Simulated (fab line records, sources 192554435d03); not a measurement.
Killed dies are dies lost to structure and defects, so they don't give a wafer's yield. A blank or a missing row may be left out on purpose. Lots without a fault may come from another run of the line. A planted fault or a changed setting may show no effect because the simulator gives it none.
fab line records | flow n5_finfet
record lots=4 wafers=12 last_day=17
route steps=1938 shown HKMG_FIN@426 GATE_CUT@465 BEOL_M4@1111 PASSIVATION@1936
lots that met no fault: from a run of the same line without faults
start_h: hours from the record's first day to the start of the lot's first wafer shown | wait_h: hours since the lot's step before | " the same as in the row above | L1.1+2: a row that stands for several wafers | - no value, or no start given | * or withheld: withheld | < > ~ a bound
route shown NAME@n: a module of which the file shows steps, and the number in the route of the first | usual: mean/standard deviation of fault-free wafers | same: alike in all rows | chamber/n: place in a boat | sites: the reading at each site | _std_site: their standard deviation | _edge_site: outer sites' mean less inner sites' | radius_mm: how far each site lies from the wafer's centre | mask NAME#n: copy n | behind: the tool/chamber that last shaped the wafer | hold: why the lot was held/for how many hours/how that ended | device: the transistor (n, p or np) that didn't switch | end of line: the same wafers' tests at the end of the route | a step without rows: its recipe alone | killed: dies lost to structure and defects at the first sort, not the wafer's yield | map: a wafer's dies, x killed, . not, _ none there
set.NAME: the setting as run; set.NAME@STEP: as run at that earlier step | model.NAME: the simulator's own value behind a step, which no gauge read
lots at some steps of the route; a table a step, a row a wafer
services: from which hour (start_h, from the record's first day; less than 0 if before it) a tool's chamber was out of use, for how many hours, and why
## steps
# step N5_HKMG_FIN_SOFTBAKE_07
# recipe temp_c=110 time_s=60 resist=CAR-ArF
# step N5_HKMG_FIN_EXPOSE_09
# recipe mask_id=NWFM na=1.35 source_shape=conventional sigma_outer=0.8 polarization=unpolarized dose_mj=39.25
# step N5_HKMG_FIN_PEB_10
# recipe peb_temp_c=withheld peb_time_s=60 resist=CAR-ArF
# step N5_HKMG_FIN_DEVELOP_11
# recipe develop_time_s=30 developer=TMAH resist=CAR-ArF dev_temp_c=23 rinse_liquid=diw dry=air_spin
# step N5_HKMG_FIN_DESCUM_17
# recipe chemistry=O2 time_s=7.9 source_power_w=50 bias_power_w=20 pressure_mtorr=20 rf_frequency_hz=2.712e+07 temp_c=40 resist=CAR-ArF o2_flow_sccm=225
# step N5_HKMG_FIN_ETCH_31
# recipe chemistry=CF4 target=SiARC target_depth_a=455 mask_material=CAR-ArF time_s=75.8 ion_energy_ev=80 pressure_mtorr=40 source_w=545 bias_w=36 Ar_flow_sccm=100 cf4_flow_sccm=100 ends=cleared
# step N5_HKMG_FIN_ETCH_32
# recipe chemistry=N2/H2 target=SOC target_depth_a=2400 temp_c=40 time_s=300 ion_energy_ev=200 mask_material=SiARC pressure_mtorr=30 source_w=840 bias_w=150 n2_flow_sccm=200 h2_flow_sccm=200
# step N5_HKMG_FIN_STRIP_33
# recipe chemistry=N2/H2 temp_c=40 n2_flow_sccm=200 h2_flow_sccm=200 rf_frequency_hz=6e+07
# step N5_HKMG_FIN_STRIP_34
# recipe chemistry=CF4 resist=SiARC power_w=300 bias_power_w=75 pressure_mtorr=50 cf4_flow_sccm=150 rf_frequency_hz=6e+07
# step N5_HKMG_FIN_ETCH_35
# recipe chemistry=N2/H2 target=SOC target_depth_a=2158 ion_energy_ev=65 bias_w=5 source_w=3000 time_s=243.4 pressure_mtorr=30 n2_flow_sccm=200 h2_flow_sccm=200
# usual drypump_motor_current_A=5.6/0.38 oes_product_au=0.79/0.095 rf_fwd_power_W=2992/11 rf_vpp_V=141.5/1 run_length_s=266.9/0.36 showerhead_plenum_p_Torr=2.52/0.072 throttle_valve_pct=17.88/0.26
# columns lot.wafer tool chamber start_h wait_h drypump_motor_current_A oes_product_au rf_fwd_power_W rf_hours_counter_h rf_vpp_V run_length_s showerhead_plenum_p_Torr throttle_valve_pct model.SOC_of_HKMG_FIN_COAT_29.thk_nm model.etch.depth_nm model.HKMG_FIN.feature_depth_nm
L903.2 rie_diel-06 0 105.81 0.0 5.7 0.68 2995 228 141.2 266.8 2.53 18.02 83.6 215.3 215.2
L903.3 " 1 " " 6.2 0.97 2994 9 141.7 266.7 2.50 17.94 80.4 217.8 217.8
L903.6 " 0 " " 5.7 0.68 2992 - 139.8 266.7 2.53 18.00 83.6 214.8 214.8
L905.1 rie_diel-06 0 117.60 0.0 5.7 0.68 - 232 139.5 185.5 2.52 18.02 156.8 144.5 144.6
L905.4 " 1 " " 6.2 0.96 3001 13 142.1 266.9 2.50 17.95 80.2 220.5 220.6
L905.5 " 3 " " 5.5 0.90 3004 - 141.7 266.9 2.48 17.68 82.2 218.9 218.8
L906.1 rie_diel-06 2 125.07 0.0 5.5 0.73 - 166 141.1 186.2 2.57 18.30 164.6 135.8 135.8
L906.2 " 3 " " 5.5 0.89 2988 40 141.6 267.4 2.48 17.71 84.8 216.1 216.2
L906.4 " 1 " " 6.2 0.95 2990 15 141.5 267.0 2.49 17.94 82.2 217.9 217.8
L921.1 rie_diel-02 0 217.86 0.0 5.9 0.70 2983 242 141.3 266.8 2.61 17.74 87.8 211.7 211.6
L921.2 " 3 " " 5.2 0.86 2980 61 140.1 266.9 2.50 18.13 74.4 226.2 226.2
L921.6 " 2 " " 4.8 0.73 2988 - 142.6 267.3 2.64 17.88 89.8 210.1 210.2
# step N5_HKMG_FIN_STRIP_92
# recipe chemistry=N2/H2 material=SOC time_s=20 power_w=500 temp_c=40 pressure_mtorr=50 rf_frequency_hz=6e+07 bias_power_w=8 h2_frac=0.5 n2_flow_sccm=300 h2_flow_sccm=300
# usual drypump_motor_current_A=5.6/0.37 oes_product_au=0.79/0.09 rf_fwd_power_W=496.5/1.7 rf_vpp_V=54.1/0.86 showerhead_plenum_p_Torr=3.33/0.091 throttle_valve_pct=19.0/0.46
# columns lot.wafer tool chamber start_h wait_h drypump_motor_current_A oes_product_au rf_fwd_power_W rf_hours_counter_h rf_vpp_V showerhead_plenum_p_Torr throttle_valve_pct model.SOC_of_HKMG_FIN_COAT_29.thk_nm
L903.2 rie_diel-06 0 105.96 0.1 5.7 0.70 499.9 228 53.5 3.34 19.0 73
L903.3 " 1 " " 6.2 0.96 498.2 9 53.7 3.30 19.0 70.4
L903.6 " 0 " " 5.7 0.69 497.5 - 55.0 3.34 19.0 73
L905.1 rie_diel-06 0 117.75 0.1 5.7 0.69 498.7 232 55.7 3.33 19.0 146.2
L905.4 " 1 " " 6.2 0.94 494.3 13 54.4 3.30 19.1 70.2
L905.5 " 3 " " 5.5 0.90 498.0 - 54.2 3.28 18.9 72
L906.1 rie_diel-06 2 125.22 0.1 5.5 0.72 498.8 166 55.4 3.39 19.7 155.4
L906.2 " 3 " " 5.5 0.88 499.1 40 55.0 3.28 18.9 74.6
L906.4 " 1 " " 6.2 0.93 497.9 15 52.6 3.30 19.1 72.2
L921.1 rie_diel-02 0 218.01 0.1 5.9 0.69 493.6 242 54.5 3.44 18.7 78
L921.2 " 3 " " 5.2 0.86 497.4 61 53.9 3.30 19.4 63.8
L921.6 " 2 " " 4.8 0.74 497.0 - 54.8 3.48 19.0 79.8
# step N5_HKMG_FIN_WET_ETCH_18
# recipe chemistry=SC1 target=TiN mix=1:1:5 temp_c=* time_s=55 target_depth_nm=5.2 dry=ipa_marangoni rinse_time_s=30 rinse_temp_c=23
# step N5_HKMG_FIN_STRIP_19
# recipe chemistry=N2/H2 power_w=2500 temp_c=300 h2_frac=0.65 time_s=360 pressure_mtorr=withheld n2_flow_sccm=1750 h2_flow_sccm=3250
# step N5_HKMG_FIN_ALD_91
# recipe material=TiN target_thk_a=10 temp_c=400 ald_precursor_family=TiCl4 ald_co_reactant=NH3 pulse_time_s=1 purge_time_s=3 co_reactant_purge_time_s=2 co_reactant_pulse_time_s=2 ald_cycles=47 pressure_torr=3
# step N5_HKMG_FIN_COAT_85
# recipe resist=SOC temp_c=250 time_s=60 spin_rpm=1500 resist_thk_nm=300
# step N5_HKMG_FIN_ETCH_86
# recipe chemistry=N2/H2 target=SOC target_depth_a=3932 stop_on=TiN ion_energy_ev=100 bias_w=61 pressure_mtorr=30 source_w=850 n2_flow_sccm=200 h2_flow_sccm=200
# step N5_HKMG_FIN_STRIP_89
# recipe chemistry=N2/H2 material=SOC time_s=20 power_w=500 temp_c=40 pressure_mtorr=50 rf_frequency_hz=6e+07 bias_power_w=8 h2_frac=0.5 n2_flow_sccm=300 h2_flow_sccm=300
# step N5_HKMG_FIN_WET_ETCH_87
# recipe chemistry=SC1 target=TiN mix=1:2:40 temp_c=50 time_s=154.2 target_depth_nm=4.7 dry=ipa_marangoni rinse_time_s=30 rinse_temp_c=23
# step N5_HKMG_FIN_STRIP_88
# recipe chemistry=N2/H2 power_w=2500 temp_c=300 h2_frac=0.65 time_s=360 pressure_mtorr=withheld n2_flow_sccm=1750 h2_flow_sccm=3250
# step N5_HKMG_FIN_NWFM_ALD_20
# recipe material=TiAlC target_thk_a=20 temp_c=300 ald_precursor_family=TiCl4 ald_co_reactant=TEA pulse_time_s=3 purge_time_s=2 co_reactant_purge_time_s=2 co_reactant_pulse_time_s=10 ald_cycles=7 pressure_torr=3
# step N5_HKMG_FIN_ALD_71
# recipe material=TiN target_thk_a=10 temp_c=400 ald_precursor_family=TiCl4 ald_co_reactant=NH3 pulse_time_s=1 purge_time_s=3 co_reactant_purge_time_s=2 co_reactant_pulse_time_s=2 ald_cycles=47 pressure_torr=3
# step N5_HKMG_FIN_COAT_66
# recipe resist=SOC temp_c=250 time_s=60 spin_rpm=1500 resist_thk_nm=300
# step N5_HKMG_FIN_ETCH_67
# recipe chemistry=N2/H2 target=SOC target_depth_a=3889 stop_on=TiN ion_energy_ev=100 bias_w=61 pressure_mtorr=30 source_w=850 n2_flow_sccm=200 h2_flow_sccm=200
# step N5_HKMG_FIN_STRIP_90
# recipe chemistry=N2/H2 material=SOC time_s=20 power_w=500 temp_c=40 pressure_mtorr=50 rf_frequency_hz=6e+07 bias_power_w=8 h2_frac=0.5 n2_flow_sccm=300 h2_flow_sccm=300
# step N5_HKMG_FIN_WET_ETCH_73
# recipe chemistry=SC1 mix=1:2:40 temp_c=50 time_s=42.3 target_depth_nm=1.3 dry=ipa_marangoni rinse_time_s=30 rinse_temp_c=23
# step N5_HKMG_FIN_ETCHBACK_68
# recipe chemistry=Cl2/Ar stop_on=HfO2 target_depth_a=5 pressure_mtorr=10 icp_w=600 bias_w=60 Cl2_flow_sccm=40 Ar_flow_sccm=60
# step N5_HKMG_FIN_STRIP_69
# recipe chemistry=N2/H2 power_w=2500 temp_c=300 h2_frac=0.65 time_s=360 pressure_mtorr=withheld n2_flow_sccm=1750 h2_flow_sccm=3250
# step N5_HKMG_FIN_ALD_21
# recipe material=TiN target_thk_a=15 temp_c=400 ald_precursor_family=TiCl4 ald_co_reactant=NH3 pulse_time_s=1 purge_time_s=3 co_reactant_purge_time_s=2 co_reactant_pulse_time_s=2 ald_cycles=68 pressure_torr=3
# step N5_HKMG_FIN_ALD_72
# recipe material=W target_thk_a=20 temp_c=300 pressure_torr=7.5 ald_precursor_family=WF6 ald_co_reactant=B2H6 pulse_time_s=1 purge_time_s=2 co_reactant_purge_time_s=2 co_reactant_pulse_time_s=3 ald_cycles=7
# step N5_HKMG_FIN_W_FILL_22
# recipe material=W target_thk_a=600 temp_c=400 pressure_torr=39.4 time_s=18.2
# step N5_HKMG_FIN_PRECLEAN_83
# recipe chemistry=DIW time_s=57.5 temp_c=23
# step N5_HKMG_FIN_SRD_84
# recipe dry_time_s=32 dry=n2_spin spin_rpm=1500
# step N5_HKMG_FIN_CMP_23
# recipe stop_on=SiNx t_overpolish_s=10 post_cmp_clean=rinse_only down_force_psi=4 platen_rpm=50.289 pad_velocity_m_s=1.0006 target_thk_nm=46.326
# step N5_HKMG_FIN_CMP_94
# recipe stop_on=SiNx post_cmp_clean=w_dilute_nh4oh t_overpolish_s=4.7 down_force_psi=4 platen_rpm=50.289 pad_velocity_m_s=1.0006 target_thk_nm=43.299
# step N5_GATE_CUT_ETCHBACK_00
# recipe chemistry=SF6/Cl2 target=W pressure_mtorr=8 icp_w=900 bias_w=80 SF6_flow_sccm=40 Cl2_flow_sccm=60
# step N5_GATE_CUT_ETCH_56
# recipe chemistry=Cl2/Ar target=TiN target_depth_a=216 pressure_mtorr=10 icp_w=600 bias_w=60 Cl2_flow_sccm=40 Ar_flow_sccm=60
# step N5_GATE_CUT_ETCHBACK_30
# recipe chemistry=Cl2/Ar target=TiN target_depth_a=30 mode=isotropic pressure_mtorr=10 icp_w=600 bias_w=60 Cl2_flow_sccm=40 Ar_flow_sccm=60
# step N5_BEOL_M4_RC_MEAS_101
# usual DIBL_N=37.3/2.3 DIBL_P=37.4/2.9 IOFF_N=0.18/0.045 IOFF_N_LIN=0.082/0.017 IOFF_N_LONG=5.58e-05/2.4e-06 IOFF_P=0.25/0.054 ION_N=679/15 ION_P=468/9.7 SS_N=71.8/0.62 SS_P=73.6/0.76 VT_N=248/4.1 VT_N_LONG=274.5/2 VT_N_LVT=98/4 VT_P=-248/3.6
# columns lot.wafer tool chamber start_h wait_h DIBL_N[mV/V] DIBL_P[mV/V] IOFF_N[nA/um] IOFF_N_LIN[nA/um] IOFF_N_LONG[nA/um] IOFF_P[nA/um] ION_N[uA/um] ION_P[uA/um] SS_N[mV/dec] SS_P[mV/dec] VT_N[mV] VT_N_LONG[mV] VT_N_LVT[mV] VT_P[mV]
L903.2 prober-02 0 195.51 0.2 36.6 36.5 0.16 0.076 5.47e-05 0.19 685 467 71.4 73.1 250 275.3 99 -252
L903.3 " 0 " " 36.4 37.9 0.15 0.070 5.44e-05 0.21 662 459 71.6 74.0 253 272.9 101 -252
L903.6 " 0 " " 38.1 38.0 0.18 0.080 5.55e-05 0.22 683 455 71.7 73.8 251 270.8 98 -253
L905.1 prober-01 0 199.31 0.0 38.0 38.6 0.09 0.041 3.44e-05 0.28 432 469 71.7 73.4 268 295.6 117 -244
L905.4 " 0 " " 40.3 41.9 0.27 0.119 5.99e-05 0.34 696 481 72.5 74.2 240 272.7 91 -243
L905.5 " 0 " " 38.4 39.6 0.22 0.104 5.98e-05 0.30 705 480 72.1 73.7 241 271.3 92 -242
L906.1 prober-02 0 215.84 0.0 36.0 34.1 0.06 0.031 3.71e-05 0.21 441 467 71.5 73.0 273 296.3 124 -248
L906.2 " 0 " " 39.8 38.8 0.20 0.090 5.95e-05 0.29 676 469 72.7 74.6 247 271.7 98 -246
L906.4 " 0 " " 38.3 37.0 0.19 0.089 5.86e-05 0.28 689 479 72.2 74.0 242 273.9 97 -244
L921.1 prober-02 0 301.45 0.0 37.2 36.9 0.20 0.091 5.79e-05 0.31 704 488 71.1 73.8 247 272.4 96 -243
L921.2 " 0 " " 34.1 32.9 0.12 0.057 5.63e-05 0.21 657 469 71.4 73.2 256 273.9 105 -249
L921.6 " 0 " " 37.6 36.2 0.18 0.081 5.77e-05 0.26 673 471 72.6 73.4 249 274.4 99 -246
# step N5_PASSIVATION_PROBE_49
# usual defect_limited_yield=91.3/1.5 killed_at_M0_to_M3=35/8.7 killed_at_M4_up=14/5.5 killed_at_contacts=11/5.6 killed_at_front_end=39/13 killed_at_other=3.7/2.2 killed_dies=103/18 killed_open=69/14 killed_short=33/7.8 sort_bin_5_function=5.1/0.99 sort_bin_6_memory=3.3/0.67 sort_bin_8_speed=0.02/0.17 sort_n_pass=1077/18 sort_yield_pct=91.2/1.5
# same gross_dies=1180 killed_at_back_side=0 sort_bin_4_leakage[%]=0
# columns lot.wafer tool chamber start_h wait_h defect_limited_yield[%] killed_at_M0_to_M3 killed_at_M4_up killed_at_contacts killed_at_front_end killed_at_other killed_dies killed_open killed_short sort_bin_5_function[%] sort_bin_6_memory[%] sort_bin_8_speed[%] sort_n_pass sort_yield_pct[%]
L905.1 prober-01 - 302.80 0.0 92.4 24 21 5 36 4 90 59 28 4.6 2.8 92.37 0 0
L905.4 prober-01 - 302.95 0.2 93.4 18 11 16 31 2 78 55 23 3.9 2.4 0 1102 93.4
L905.5 prober-01 - 303.00 0.2 91.4 31 13 13 38 7 102 59 42 6.3 2.1 0 1078 91.4
L903.2 prober-02 - 305.99 0.1 91.2 41 21 4 35 3 104 68 36 4.7 3.6 0 1076 91.2
L903.3 prober-02 - 306.04 0.1 95.2 33 5 4 14 1 57 38 19 3.0 1.6 0 1123 95.2
L903.6 prober-02 - 306.19 0.3 92.7 38 10 8 22 8 86 60 26 3.9 3.2 0 1094 92.7
L906.1 prober-01 - 312.86 0.0 93.2 20 11 16 33 0 80 56 24 4.2 2.1 93.22 0 0
L906.2 prober-01 - 312.91 0.1 88.3 37 12 22 63 4 138 99 34 6.6 4.2 0 1042 88.3
L906.4 prober-01 - 313.01 0.2 91.4 31 18 8 40 5 102 72 30 4.7 3.6 0 1078 91.4
L921.1 prober-01 - 404.94 0.0 89.7 42 17 18 43 1 121 71 48 6.6 3.4 0 1059 89.7
L921.2 prober-01 - 404.99 0.1 89.5 44 13 22 45 0 124 83 41 6.8 3.5 0 1056 89.5
L921.6 prober-01 - 405.19 0.3 89.0 46 24 10 49 1 130 79 50 6.4 4.0 0 1050 89.0
# killed by level:class
L905.1 BEOL_M4:geometric_particle:open=8 DUMMY_GATE:geometric_particle:open=7 GATE_CUT:geometric_particle:short=6 BEOL_M0_SAQP:geometric_particle:short=6 BEOL_M0_SAQP:geometric_particle:open=6 FIN_SAQP:geometric_particle:open=5 BEOL_M1:geometric_particle:open=5 GATE_CUT:geometric_particle:open=4
L905.4 MOL_CONTACT_COAG:geometric_particle:open=13 FIN_SAQP:geometric_particle:open=7 BEOL_M0_SAQP:geometric_particle:open=7 BEOL_M4:geometric_particle:open=6 FIN_SAQP:geometric_particle:short=5 BEOL_M3:geometric_particle:open=5 STI_FIN_REVEAL:geometric_particle:open=4 STARTING-WAFER:geometric_particle:short=3
L905.5 FIN_SAQP:geometric_particle:open=10 MOL_CONTACT_COAG:geometric_particle:open=9 FIN_SAQP:geometric_particle:short=6 BEOL_M2:geometric_particle:short=6 BEOL_M3:geometric_particle:open=6 BEOL_M2:geometric_particle:open=5 BEOL_M3:geometric_particle:short=5 BEOL_M4:geometric_particle:open=5
L903.2 STI_FIN_REVEAL:geometric_particle:open=12 BEOL_M4:geometric_particle:open=12 BEOL_M0_SAQP:geometric_particle:short=10 BEOL_M3:geometric_particle:open=10 BEOL_M0_SAQP:geometric_particle:open=7 BEOL_M2:geometric_particle:open=6 STARTING-WAFER:geometric_particle:short=4 STI_FIN_REVEAL:geometric_particle:short=3
L903.3 BEOL_M2:geometric_particle:open=9 BEOL_M0:geometric_particle:open=6 MOL_CONTACT_COAG:geometric_particle:open=4 BEOL_M2:geometric_particle:short=4 BEOL_M3:geometric_particle:open=4 STI_FIN_REVEAL:geometric_particle:open=3 ILD0:geometric_particle:short=3 BEOL_M0_SAQP:geometric_particle:short=3
L903.6 BEOL_M0_SAQP:geometric_particle:open=9 BEOL_M4:geometric_particle:open=7 BEOL_M3:geometric_particle:open=6 MOL_CONTACT_COAG:geometric_particle:open=5 BEOL_M0:geometric_particle:open=5 BEOL_M1:geometric_particle:open=5 FIN_SAQP:geometric_particle:open=4 BEOL_M2:geometric_particle:open=4
L906.1 MOL_CONTACT_COAG:geometric_particle:open=12 BEOL_M2:geometric_particle:open=7 STARTING-WAFER:geometric_particle:short=6 GATE_CUT:geometric_particle:open=5 DUMMY_GATE:geometric_particle:open=4 MOL_CONTACT_COAG:geometric_particle:short=4 BEOL_M1:geometric_particle:open=4 BEOL_M7:geometric_particle:open=4
L906.2 FIN_SAQP:geometric_particle:open=17 MOL_CONTACT_COAG:geometric_particle:open=15 BEOL_M2:geometric_particle:open=12 DUMMY_GATE:geometric_particle:open=11 BEOL_M3:geometric_particle:open=10 GATE_CUT:geometric_particle:short=7 MOL_CONTACT_COAG:geometric_particle:short=7 FIN_SAQP:geometric_particle:short=5
L906.4 DUMMY_GATE:geometric_particle:open=12 BEOL_M1:geometric_particle:open=10 MOL_CONTACT_COAG:geometric_particle:open=7 GATE_CUT:geometric_particle:short=6 BEOL_M2:geometric_particle:open=6 FIN_SAQP:geometric_particle:open=5 BEOL_M0_SAQP:geometric_particle:short=5 BEOL_M4:geometric_particle:open=5
L921.1 MOL_CONTACT_COAG:geometric_particle:open=14 STI_FIN_REVEAL:geometric_particle:open=11 BEOL_M3:geometric_particle:short=10 FIN_SAQP:geometric_particle:open=9 BEOL_M0_SAQP:geometric_particle:short=7 GATE_CUT:geometric_particle:short=6 BEOL_M0_SAQP:geometric_particle:open=6 BEOL_M3:geometric_particle:open=6
L921.2 BEOL_M0_SAQP:geometric_particle:open=19 MOL_CONTACT_COAG:geometric_particle:open=18 FIN_SAQP:geometric_particle:short=11 FIN_SAQP:geometric_particle:open=10 BEOL_M0_SAQP:geometric_particle:short=10 BEOL_M4:geometric_particle:open=10 STI_FIN_REVEAL:geometric_particle:open=7 MOL_CONTACT_COAG:geometric_particle:short=4
L921.6 BEOL_M0_SAQP:geometric_particle:short=14 FIN_SAQP:geometric_particle:short=12 FIN_SAQP:geometric_particle:open=12 STI_FIN_REVEAL:geometric_particle:open=12 BEOL_M0_SAQP:geometric_particle:open=11 BEOL_M4:geometric_particle:open=10 BEOL_M3:geometric_particle:open=8 MOL_CONTACT_COAG:geometric_particle:open=6
# map L905.5 (x killed, . not)
_________________............________________
______________...........x......_____________
___________....................x..x__________
__________.x....x.......x..........._________
________.............................._______
_______....x...........................______
______.x................x............x.._____
_____.x...x.......x......................____
____................x..............x.....x___
___...........x..x......x.x................__
___............x.x..........x..............__
__.........................x..x.x..........._
__...x.....................x................_
_.x.........xx...x.......................x.x.
_x.x..................................xx.....
_....x.x...........x......x.x.x..............
_.................x...........x....x.........
_..x...x..................x..................
_....x.x.x.x..x...........x....x.............
_...............x..x....x....................
_.....x...................x..................
__.x........x.......x......xx.x............._
__........x............x........x..........._
___.......x.....x...........x..............__
___.x.............x......x.....x...........__
____............x.........................___
_____..............x............xx.......____
______.............................x...x_____
_______...........x..............x..x..______
________x.xx........x.......xx...x...._______
__________...x.......x.....x........_________
___________...........x..x........x__________
______________.....x............_____________
_________________...x........________________
# map L906.2 (x killed, . not)
_________________..x..x......________________
______________...x...........x.._____________
___________.......x................__________
__________....x....................._________
________........x..x....xx............_______
_______................x...xx..........______
______...x...................x....x....._____
_____....x......................x........____
____.......x.....x.....x............x.....___
___..........x......x.........x.....x......__
___.......x.........x.x..............x.....__
__.....................x...........x...x...._
__.............xx.............x.....x......._
_.........x....x.......x.x.x........x...x....
_.....x.x.............x......................
_...................x..............x.........
_...x...x.xx........x.x......................
_x.......xxx...x.............x.......x....x..
_....x..x...x....x......x..x.................
_..x.x..x....x.....x....xx.xx............x...
_...........x...xx...x.......x...x....x..x...
__.....................x...x.x....x.....x..._
__........x..x...................x.x.x....x._
___......x......x...x.x..x..........x......__
___.......xx....x.x.x.........x.x.x........__
____.............................x.....x..___
_____...x....x.....x......x..............____
______.x..........x......x.x........x..._____
_______..x........xx...x.x..x..........______
________...........x.x................_______
__________x..x................x.x..x_________
___________............x...........__________
______________.......x.........._____________
_________________............________________
## services
# columns tool chamber start_h hours kind
rie_diel-06 2 148.52 29.0 repair
rie_diel-02 3 166.84 4.9 repair
rie_diel-02 - 177.25 2.8 pm
rie_diel-06 0 177.60 - clean
rie_diel-06 0 177.60 - consumable_replace:focus_ring
rie_diel-06 0 177.60 13.5 scheduled_down
rie_diel-06 0 177.60 13.5 vent_cycle
rie_diel-02 0 197.42 3.8 repair
## key
first_sign step=N5_HKMG_FIN_ETCH_35 reading=run_length_s direction=down sigmas=99+ usual=* struck=*
effect step=N5_BEOL_M4_RC_MEAS_101 reading=ION_N direction=down sigmas=16 usual=679 struck=437
effect step=N5_BEOL_M4_RC_MEAS_101 reading=VT_N_LONG direction=up sigmas=11 usual=274.5 struck=296.0
effect step=N5_BEOL_M4_RC_MEAS_101 reading=IOFF_N_LONG direction=down sigmas=8.4 usual=5.58e-05 struck=3.57e-05
effect step=N5_BEOL_M4_RC_MEAS_101 reading=VT_N_LVT direction=up sigmas=5.6 usual=98 struck=121
effect step=N5_BEOL_M4_RC_MEAS_101 reading=VT_N direction=up sigmas=5.5 usual=248 struck=271
effect step=N5_BEOL_M4_RC_MEAS_101 reading=IOFF_N_LIN direction=down sigmas=2.7 usual=0.082 struck=0.036
effect step=N5_PASSIVATION_PROBE_49 reading=sort_bin_8_speed direction=up sigmas=99+ usual=0.02 struck=92.80
model_effect step=N5_HKMG_FIN_ETCH_35 value=SOC_of_HKMG_FIN_COAT_29.thk_nm without=90.3 struck=160.7
model_effect step=N5_HKMG_FIN_STRIP_92 value=SOC_of_HKMG_FIN_COAT_29.thk_nm without=80.4 struck=150.8
met_at N5_HKMG_FIN_ETCH_35
struck_wafers L905.1,L906.1
onset_between 105.81 117.60
fault kind=process_parameter_drift tool=rie_diel-06 chamber=- onset_h=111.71 steps=N5_HKMG_FIN_ETCH_35 channel=time_s offset=* shape=step end_h=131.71 scope=struck_wafers_only acts_in=* stated=*
